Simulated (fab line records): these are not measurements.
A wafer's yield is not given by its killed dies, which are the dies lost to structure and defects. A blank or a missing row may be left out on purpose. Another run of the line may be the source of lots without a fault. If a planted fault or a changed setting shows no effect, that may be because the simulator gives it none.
fab line records -- flow n5Finfet
[record] lots = 6, wafers = 18, lastDay = 16
route steps=1938 shown BEOL_M1@789 BEOL_M4@1111
lots untouched by any fault: they come from a run of this same line in which no faults occurred
startH: start of the lot's first displayed wafer, in hours after the record's first day -- waitH: hours since the lot's step before -- " identical to the entry in the row above -- L1.1+2: one row covering several wafers at once -- - either no value or no given start -- * or withheld: withheld -- < > ~ a bound
route shown NAME@n: names a module that has steps shown in the file, with the first one's number in the route -- usual: mean/standard deviation taken from wafers without a fault -- same: alike in all rows -- chamber/n: place in a boat -- sites: per-site readings -- _std_site: how widely they spread, as a standard deviation -- _edge_site: outer sites' mean less inner sites' -- radiusMm: how far each site lies from the wafer's centre -- mask NAME#n: copy n -- behind: the last tool/chamber to shape the wafer -- hold: why the lot was held/for how many hours/how that ended -- device: the n, p or np transistor that did not switch -- end of line: the same wafers' tests at the end of the route -- a step without rows: its recipe alone -- killed: dies lost to structure and defects at the first sort, not the wafer's yield -- map: a wafer's dies, marking killed ones x, the rest . and places with no die _
set.NAME: the run value of the setting; set.NAME@STEP: its run value at that earlier step -- model.NAME: the simulator's own value behind a step, which no gauge read
lots at selected steps of the route; one table per step, one row per wafer
services: when a tool's chamber went out of use (startH, in hours from the record's first day, below 0 if earlier), for how many hours, and the reason
[[steps]]
[step N5_BEOL_M1_DESCUM_33]
[recipe] chemistry = O2, timeS = 7, sourcePowerW = 50, biasPowerW = 20, pressureMtorr = 20, rfFrequencyHz = 2.712e+07, tempC = 40, resist = CAR-EUV, o2FlowSccm = 225
[step N5_BEOL_M1_ETCH_77]
[recipe] chemistry = N2/H2, target = underlayer, targetDepthA = 65, maskMaterial = CAR-EUV, timeS = 5.2, ionEnergyEv = 200, pressureMtorr = 30, sourceW = 840, biasW = 150, n2FlowSccm = 200, h2FlowSccm = 200, ends = cleared
[step N5_BEOL_M1_ETCH_69]
[recipe] chemistry = CF4, target = SiARC, targetDepthA = 156, maskMaterial = CAR-EUV, timeS = 26, ionEnergyEv = 80, pressureMtorr = 40, sourceW = 545, biasW = 36, Ar_flow_sccm = 100, cf4FlowSccm = 100, ends = cleared
[step N5_BEOL_M1_ALD_98]
[recipe] material = SiO2, targetThkA = 25, tempC = 100, aldPrecursorFamily = BDEAS, aldCoReactant = O2-plasma, pulseTimeS = 1, coReactantPulseTimeS = 1, purgeTimeS = 2, coReactantPurgeTimeS = 2, aldCycles = 17, pressureTorr = 2
[usual] heaterPowerW = 75/7.2, precursorPulseHeightRel = 0.998/0.018, susceptorTempC = 100.00/0.13
[same] coReactantPurgeTimeS = 2
lot.wafer,tool,chamber,startH,waitH,heaterPowerW,precursorPulseHeightRel,susceptorTempC
L637.1,aldSin-04,3,122.62,0.1,76,0.996,99.99
L637.2,aldSin-04,0,122.62,0.1,62,1.016,100.04
L637.3,aldSin-04,1,122.62,0.1,74,0.969,100.13
L640.3,aldSin-04,0,142.98,0.1,63,0.998,100.00
L640.4,aldSin-04,1,142.98,0.1,76,0.994,99.97
L640.6,aldSin-04,1,142.98,0.1,73,0.988,99.95
L647.1,aldSin-04,0,184.05,0.6,63,0.997,99.93
L647.2,aldSin-04,2,184.05,0.6,73,1.010,100.05
L647.3,aldSin-04,3,184.05,0.6,78,0.995,100.00
L648.1,aldSin-03,1,189.56,0.1,83,0.983,99.99
L648.3,aldSin-03,3,189.56,0.1,86,1.021,99.91
L648.6,aldSin-03,0,189.56,0.1,74,0.998,99.86
L652.2,aldSin-04,1,213.61,0.1,76,0.999,100.08
L652.4,aldSin-04,0,213.61,0.1,65,0.975,99.91
L652.5,aldSin-04,3,213.61,0.1,76,1.030,99.88
L655.4,aldSin-04,3,231.78,0.1,77,0.970,100.04
L655.5,aldSin-04,2,231.78,0.1,73,0.986,100.05
L655.6,aldSin-04,1,231.78,0.1,76,1.024,100.09
[step N5_BEOL_M1_ETCHBACK_99]
[recipe] chemistry = CHF3, target = SiO2, targetDepthA = 50, timeS = 10.4, sourceW = 215, biasW = 47, Ar_flow_sccm = 200, CHF3_flow_sccm = 12, ionEnergyEv = 100, pressureMtorr = 30
[usual] drypumpMotorCurrentA = 5.7/0.52, oesProductAu = 0.81/0.09, rfVppV = 240/3.2, showerheadPlenumPTorr = 2.13/0.07, throttleValvePct = 16.93/0.17
lot.wafer,tool,chamber,startH,waitH,drypumpMotorCurrentA,oesProductAu,rfHoursCounterH,rfVppV,showerheadPlenumPTorr,throttleValvePct
L637.1,rieDiel-06,3,124.23,1.6,5.9,0.89,30,240,2.11,16.75
L637.2,rieDiel-06,2,124.23,1.6,5.7,0.70,203,242,2.13,16.85
L637.3,rieDiel-06,1,124.23,1.6,6.6,0.89,37,245,2.28,17.00
L640.3,rieDiel-02,3,143.18,0.2,5.6,0.69,195,240,2.22,17.08
L640.4,rieDiel-02,2,143.18,0.2,6.0,1.00,-,239,2.11,16.91
L640.6,rieDiel-02,0,143.18,0.2,6.0,0.72,-,240,2.14,17.18
L647.1,rieDiel-02,3,191.51,7.4,5.6,0.69,210,242,2.21,17.09
L647.2,rieDiel-02,1,191.51,7.4,6.1,0.96,6,239,2.12,16.92
L647.3,rieDiel-02,0,191.51,7.4,5.9,0.70,224,238,2.13,17.21
L648.1,rieDiel-02,2,195.92,6.3,6.0,0.93,19,240,2.10,16.93
L648.3,rieDiel-02,0,195.92,6.3,5.9,0.71,226,239,2.13,17.20
L648.6,rieDiel-02,1,195.92,6.3,6.0,0.96,-,239,2.12,16.95
L652.2,rieDiel-01,3,218.42,4.8,4.7,0.81,102,241,2.07,16.83
L652.4,rieDiel-01,1,218.42,4.8,5.8,0.74,159,235,2.06,16.78
L652.5,rieDiel-01,2,218.42,4.8,5.0,0.80,-,240,2.09,16.81
L655.4,rieDiel-01,3,245.13,13.3,4.7,0.80,111,240,2.07,16.83
L655.5,rieDiel-01,0,245.13,13.3,5.7,0.72,-,243,2.24,17.28
L655.6,rieDiel-01,1,245.13,13.3,5.8,0.74,-,236,2.05,16.78
[step N5_BEOL_M1_ETCH_70]
[recipe] chemistry = N2/H2, target = SOC, targetDepthA = 800, overetchA = 160, maskMaterial = SiARC, tempC = 40, timeS = 120, ionEnergyEv = 200, pressureMtorr = 30, sourceW = 840, biasW = 150, n2FlowSccm = 200, h2FlowSccm = 200
[usual] drypumpMotorCurrentA = 5.7/0.53, oesProductAu = 0.62/0.065, rfVppV = 523.3/2.3, showerheadPlenumPTorr = 2.52/0.08, throttleValvePct = 17.69/0.19
lot.wafer,tool,chamber,startH,waitH,drypumpMotorCurrentA,oesProductAu,rfHoursCounterH,rfVppV,showerheadPlenumPTorr,throttleValvePct
L637.1,rieDiel-06,3,124.26,0.0,5.9,0.68,30,522.5,2.48,17.49
L637.2,rieDiel-06,2,124.26,0.0,5.6,0.55,203,523.9,2.53,17.64
L637.3,rieDiel-06,1,124.26,0.0,6.6,0.69,37,528.1,2.69,17.76
L640.3,rieDiel-02,3,143.21,0.0,5.6,0.54,195,527.1,2.64,17.92
L640.4,rieDiel-02,2,143.21,0.0,6.0,0.75,-,522.2,2.49,17.65
L640.6,rieDiel-02,0,143.21,0.0,5.9,0.55,-,522.2,2.52,17.88
L647.1,rieDiel-02,3,191.54,0.0,5.6,0.53,210,526.3,2.63,17.96
L647.2,rieDiel-02,1,191.54,0.0,6.1,0.72,6,522.8,2.49,17.55
L647.3,rieDiel-02,0,191.54,0.0,5.9,0.54,224,521.8,2.51,17.88
L648.1,rieDiel-02,2,195.96,0.0,6.0,0.70,19,523.4,2.49,17.67
L648.3,rieDiel-02,0,195.96,0.0,6.0,0.54,226,523.6,2.51,17.89
L648.6,rieDiel-02,1,195.96,0.0,6.1,0.73,-,521.8,2.49,17.54
L652.2,rieDiel-01,3,218.46,0.0,4.6,0.62,102,521.8,2.46,17.61
L652.4,rieDiel-01,1,218.46,0.0,5.8,0.57,159,519.9,2.44,17.56
L652.5,rieDiel-01,2,218.46,0.0,5.0,0.61,-,523.0,2.47,17.64
L655.4,rieDiel-01,3,245.17,0.0,4.7,0.61,111,521.8,2.46,17.66
L655.5,rieDiel-01,0,245.17,0.0,5.7,0.56,-,526.6,2.64,18.12
L655.6,rieDiel-01,1,245.17,0.0,5.8,0.56,-,519.4,2.43,17.59
[step N5_BEOL_M1_STRIP_71]
[recipe] chemistry = N2/H2, tempC = 40, n2FlowSccm = 200, h2FlowSccm = 200, rfFrequencyHz = 6e+07
[step N5_BEOL_M1_STRIP_78]
[recipe] chemistry = N2/H2, tempC = 40, n2FlowSccm = 200, h2FlowSccm = 200, rfFrequencyHz = 6e+07
[step N5_BEOL_M1_VIA_ETCH_34]
[recipe] chemistry = C4F6/O2, targetDepthA = 678, maskMaterial = SOC, pressureMtorr = 15, ionEnergyEv = 250, taperDeg = 4, timeS = 64.4, sourceW = 350, biasW = 170, Ar_flow_sccm = 300, C4F6_flow_sccm = 10, O2_flow_sccm = 10
[step N5_BEOL_M1_STRIP_83]
[recipe] chemistry = C4F6/O2, resist = SiARC, rfFrequencyHz = 6e+07
[step N5_BEOL_M1_STRIP_36]
[recipe] chemistry = N2/H2, powerW = 450, tempC = 40, pressureMtorr = 20, rfFrequencyHz = 6e+07, overashFraction = 0.3, biasPowerW = 7, h2Frac = 0.5, n2FlowSccm = 200, h2FlowSccm = 200
[step N5_BEOL_M1_TRENCH_ETCH_37]
[recipe] chemistry = C4F6/O2, targetDepthA = 552.07, target = SiOC, timeS = 29, ionEnergyEv = 250, pressureMtorr = 30, sourceW = 355, biasW = 185, Ar_flow_sccm = 300, C4F6_flow_sccm = 10, O2_flow_sccm = 10
[usual] C4F6_flow_sccm = 10.000/0.027, drypumpMotorCurrentA = 5.7/0.52, oesProductAu = 0.81/0.09, rfVppV = 664/8.4, showerheadPlenumPTorr = 2.82/0.09, throttleValvePct = 20.71/0.18
lot.wafer,tool,chamber,startH,waitH,C4F6_flow_sccm,drypumpMotorCurrentA,oesProductAu,rfHoursCounterH,rfVppV,showerheadPlenumPTorr,throttleValvePct
L637.1,rieDiel-06,3,-,-,9.936,5.9,0.89,30,662,2.79,20.56
L637.2,rieDiel-06,2,-,-,10.032,5.7,0.71,203,664,2.82,20.58
L637.3,rieDiel-06,1,-,-,10.054,6.6,0.89,37,684,3.01,20.83
L640.3,rieDiel-02,3,-,-,10.017,5.6,0.69,195,667,2.93,20.79
L640.4,rieDiel-02,2,-,-,10.000,6.0,0.99,-,662,2.79,20.75
L640.6,rieDiel-02,0,-,-,10.010,5.9,0.70,-,661,2.83,20.93
L647.1,rieDiel-02,3,-,-,10.015,5.5,0.68,211,666,2.92,20.81
L647.2,rieDiel-02,1,-,-,10.024,6.0,0.96,6,658,2.81,20.78
L647.3,rieDiel-02,0,-,-,9.975,5.9,0.71,224,659,2.82,20.95
L648.1,rieDiel-02,2,-,-,10.029,6.0,0.94,19,659,2.79,20.76
L648.3,rieDiel-02,0,-,-,10.006,5.9,0.71,226,659,2.82,20.98
L648.6,rieDiel-02,1,-,-,9.998,6.0,0.96,-,659,2.81,20.79
L652.2,rieDiel-01,3,-,-,9.983,4.7,0.81,102,667,2.74,20.56
L652.4,rieDiel-01,1,-,-,9.944,5.8,0.74,159,653,2.72,20.52
L652.5,rieDiel-01,2,-,-,9.995,5.0,0.81,-,663,2.76,20.60
L655.4,rieDiel-01,3,-,-,9.989,4.7,0.81,111,666,2.74,20.59
L655.5,rieDiel-01,0,-,-,10.034,5.8,0.73,-,676,2.96,21.11
L655.6,rieDiel-01,1,-,-,9.991,5.8,0.74,-,653,2.72,20.53
[step N5_BEOL_M1_ETCH_41]
[recipe] chemistry = CH3F/O2, target = SiCN, targetDepthA = 319, taperDeg = 2, timeS = 57.8, ionEnergyEv = 120, maskMaterial = TiN, pressureMtorr = 30, sourceW = 395, biasW = 75, Ar_flow_sccm = 150, CH3F_flow_sccm = 30, O2_flow_sccm = 20
[usual] drypumpMotorCurrentA = 5.7/0.52, oesProductAu = 0.81/0.089, rfVppV = 297.0/1.4, showerheadPlenumPTorr = 1.98/0.065, throttleValvePct = 16.18/0.17
lot.wafer,tool,chamber,startH,waitH,drypumpMotorCurrentA,oesProductAu,rfHoursCounterH,rfVppV,showerheadPlenumPTorr,throttleValvePct,model.etch.depthNm
L637.1,rieDiel-06,3,124.50,-,5.9,0.90,30,295.9,1.96,15.99,22.26
L637.2,rieDiel-06,2,124.50,-,5.6,0.71,203,297.9,1.98,16.10,21.73
L637.3,rieDiel-06,1,124.50,-,6.6,0.91,37,298.4,2.12,16.25,22.17
L640.3,rieDiel-02,3,143.44,-,5.6,0.69,195,300.5,2.06,16.32,21.55
L640.4,rieDiel-02,2,143.44,-,6.0,0.99,-,297.3,1.96,16.14,21.94
L640.6,rieDiel-02,0,143.44,-,6.0,0.71,-,295.3,1.98,16.41,21.66
L647.1,rieDiel-02,3,191.77,-,5.6,0.51,211,297.8,2.06,16.36,12.61
L647.2,rieDiel-02,1,191.77,-,6.1,0.95,6,296.7,1.97,16.15,21.81
L647.3,rieDiel-02,0,191.77,-,6.0,0.52,224,296.2,1.98,16.44,12.76
L648.1,rieDiel-02,2,196.19,-,6.0,0.68,19,297.1,1.96,16.18,13
L648.3,rieDiel-02,0,196.19,-,6.0,0.53,226,296.6,1.98,16.45,12.78
L648.6,rieDiel-02,1,196.19,-,6.1,0.72,-,297.6,1.97,16.16,13.06
L652.2,rieDiel-01,3,218.69,-,4.7,0.82,102,295.8,1.93,16.09,22.09
L652.4,rieDiel-01,1,218.69,-,5.8,0.75,159,296.2,1.91,16.04,21.54
L652.5,rieDiel-01,2,218.69,-,4.9,0.81,-,296.0,1.94,16.06,22.01
L655.4,rieDiel-01,3,245.40,-,4.7,0.80,111,296.0,1.92,16.10,22.03
L655.5,rieDiel-01,0,245.40,-,5.7,0.73,-,298.4,2.08,16.52,21.59
L655.6,rieDiel-01,1,245.40,-,5.8,0.73,-,296.2,1.91,16.07,21.5
[step N5_BEOL_M1_STRIP_97]
[recipe] chemistry = N2/H2, timeS = 10, powerW = 450, tempC = 40, pressureMtorr = 20, rfFrequencyHz = 6e+07, biasPowerW = 7, n2FlowSccm = 200, h2FlowSccm = 200
[usual] drypumpMotorCurrentA = 5.7/0.52, oesProductAu = 0.81/0.089, rfVppV = 59.1/0.92, showerheadPlenumPTorr = 2.52/0.08, throttleValvePct = 23.52/0.24
lot.wafer,tool,chamber,startH,waitH,drypumpMotorCurrentA,oesProductAu,rfHoursCounterH,rfVppV,showerheadPlenumPTorr,throttleValvePct
L637.1,rieDiel-06,3,-,-,5.9,0.88,30,59.3,2.48,23.38
L637.2,rieDiel-06,2,-,-,5.7,0.70,203,58.7,2.52,23.41
L637.3,rieDiel-06,1,-,-,6.6,0.89,37,59.4,2.69,23.69
L640.3,rieDiel-02,3,-,-,5.5,0.70,195,60.1,2.63,23.76
L640.4,rieDiel-02,2,-,-,6.0,1.00,-,57.4,2.49,23.51
L640.6,rieDiel-02,0,-,-,5.9,0.72,-,58.9,2.51,23.60
L647.1,rieDiel-02,3,-,-,5.6,0.70,211,59.7,2.63,23.79
L647.2,rieDiel-02,1,-,-,6.0,0.98,6,58.9,2.48,23.31
L647.3,rieDiel-02,0,-,-,5.9,0.70,224,59.6,2.51,23.63
L648.1,rieDiel-02,2,-,-,6.0,0.93,19,59.1,2.48,23.54
L648.3,rieDiel-02,0,-,-,5.9,0.70,226,60.7,2.51,23.61
L648.6,rieDiel-02,1,-,-,6.1,0.97,-,58.1,2.48,23.30
L652.2,rieDiel-01,3,-,-,4.7,0.81,102,57.9,2.46,23.41
L652.4,rieDiel-01,1,-,-,5.8,0.75,159,60.4,2.43,23.33
L652.5,rieDiel-01,2,-,-,5.0,0.81,-,60.2,2.47,23.55
L655.4,rieDiel-01,3,-,-,4.7,0.80,111,58.7,2.46,23.42
L655.5,rieDiel-01,0,-,-,5.8,0.73,-,61.1,2.64,24.07
L655.6,rieDiel-01,1,-,-,5.8,0.74,-,57.6,2.43,23.35
[step N5_BEOL_M4_RC_MEAS_101]
[usual] DIBL_N = 35.9/1.3, DIBL_P = 35.9/1.6, IOFF_N = 0.156/0.022, IOFF_P = 0.205/0.023, ION_N = 675/9, ION_P = 463/5.6, SS_N = 71.4/0.57, SS_P = 73.1/0.52, VT_N = 249.7/2.8, VT_P = -250.2/2.5
lot.wafer,tool,chamber,startH,waitH,DIBL_N[mV/V],DIBL_P[mV/V],IOFF_N[nA/um],IOFF_P[nA/um],ION_N[uA/um],ION_P[uA/um],SS_N[mV/dec],SS_P[mV/dec],VT_N[mV],VT_P[mV]
L637.1,prober-01,0,155.47,0.0,35.2,35.2,0.136,0.199,662,454,70.0,73.1,253.7,-250.7
L637.2,prober-01,0,155.47,0.0,35.2,35.6,0.135,0.198,666,463,70.7,72.9,254.0,-249.3
L637.3,prober-01,0,155.47,0.0,37.0,37.2,0.164,0.230,678,466,71.2,73.0,249.3,-246.5
L640.3,prober-02,0,178.76,0.3,33.9,33.2,0.131,0.159,656,448,71.1,72.2,253.9,-254.3
L640.4,prober-02,0,178.76,0.3,36.2,36.1,0.172,0.204,676,461,72.4,73.5,247.5,-252.9
L640.6,prober-02,0,178.76,0.3,35.9,36.1,0.161,0.192,660,454,72.0,72.4,249.9,-253.5
L647.1,prober-02,0,228.61,0.0,38.1,38.2,0.198,0.247,681,465,70.7,73.4,246.3,-247.1
L647.2,prober-02,0,228.61,0.0,36.9,36.6,0.166,0.218,670,464,70.7,73.3,248.0,-249.4
L647.3,prober-02,0,228.61,0.0,37.1,36.9,0.181,0.220,686,466,70.5,73.3,245.2,-250.4
L648.1,prober-01,0,229.51,0.0,36.3,36.5,0.162,0.204,678,465,71.7,73.7,246.0,-249.6
L648.3,prober-01,0,229.51,0.0,34.8,34.2,0.141,0.179,669,465,70.8,73.2,248.4,-251.7
L648.6,prober-01,0,229.51,0.0,35.2,34.8,0.142,0.183,669,460,70.9,73.4,249.2,-252.9
L652.2,prober-01,0,258.29,0.2,35.4,35.6,0.153,0.177,673,460,71.6,73.5,250.0,-257.6
L652.4,prober-01,0,258.29,0.2,33.6,33.7,0.124,0.152,664,455,70.2,72.4,253.4,-254.0
L652.5,prober-01,0,258.29,0.2,35.7,36.0,0.155,0.181,676,458,71.3,73.0,251.8,-253.1
L655.4,prober-01,0,283.55,0.5,36.8,39.5,0.190,0.215,693,463,72.4,73.8,245.7,-252.3
L655.5,prober-01,0,283.55,0.5,38.2,40.3,0.209,0.221,687,461,72.6,73.9,243.3,-250.9
L655.6,prober-01,0,283.55,0.5,37.1,38.7,0.185,0.206,682,460,72.1,73.4,245.8,-252.2
[[services]]
tool,chamber,startH,hours,kind
aldSin-03,0,99.25,-,clean
rieDiel-01,3,103.31,18.9,repair
rieDiel-02,2,105.26,7.6,repair
rieDiel-02,2,112.90,-,clean
rieDiel-02,2,112.90,-,consumableReplace:focusRing
rieDiel-02,2,112.90,18.0,scheduledDown
rieDiel-02,2,112.90,18.0,ventCycle
rieDiel-06,0,115.84,5.3,repair
rieDiel-06,0,121.19,-,clean
rieDiel-06,0,121.19,-,consumableReplace:focusRing
rieDiel-06,0,121.19,21.9,scheduledDown
rieDiel-06,0,121.19,21.9,ventCycle
rieDiel-06,1,128.14,16.7,repair
rieDiel-02,1,131.21,-,clean
rieDiel-02,1,131.21,-,consumableReplace:focusRing
rieDiel-02,1,131.21,37.2,scheduledDown
rieDiel-02,1,131.21,37.2,ventCycle
rieDiel-02,2,132.32,6.3,repair
rieDiel-06,2,142.69,23.3,repair
aldSin-04,3,201.70,1.3,repair
rieDiel-02,-,215.56,14.6,pm
aldSin-03,2,215.76,1.7,repair
rieDiel-01,-,231.04,0.4,repair
aldSin-04,-,234.28,14.6,pm
[[key]]
[firstSign] step = N5_BEOL_M1_ETCH_41, reading = oesProductAu, direction = down, sigmas = 2.5, usual = 0.81, struck = 0.59, wafersMoved = 4
effect none on later readings
[modelEffect] step = N5_BEOL_M1_ETCH_41, value = etch.depthNm, without = 21.8, struck = 12.84
metAt N5_BEOL_M1_ETCH_41
struckWafers L647.1,L647.3,L648.1,L648.3,L648.6
onsetBetween 143.44 191.77
[fault] kind = processParameterDrift, tool = rieDiel-02, chamber = -, onsetH = 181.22, steps = N5_BEOL_M1_ETCH_41, channel = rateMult, offset = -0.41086, shape = step, endH = 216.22, scope = struckWafersOnly
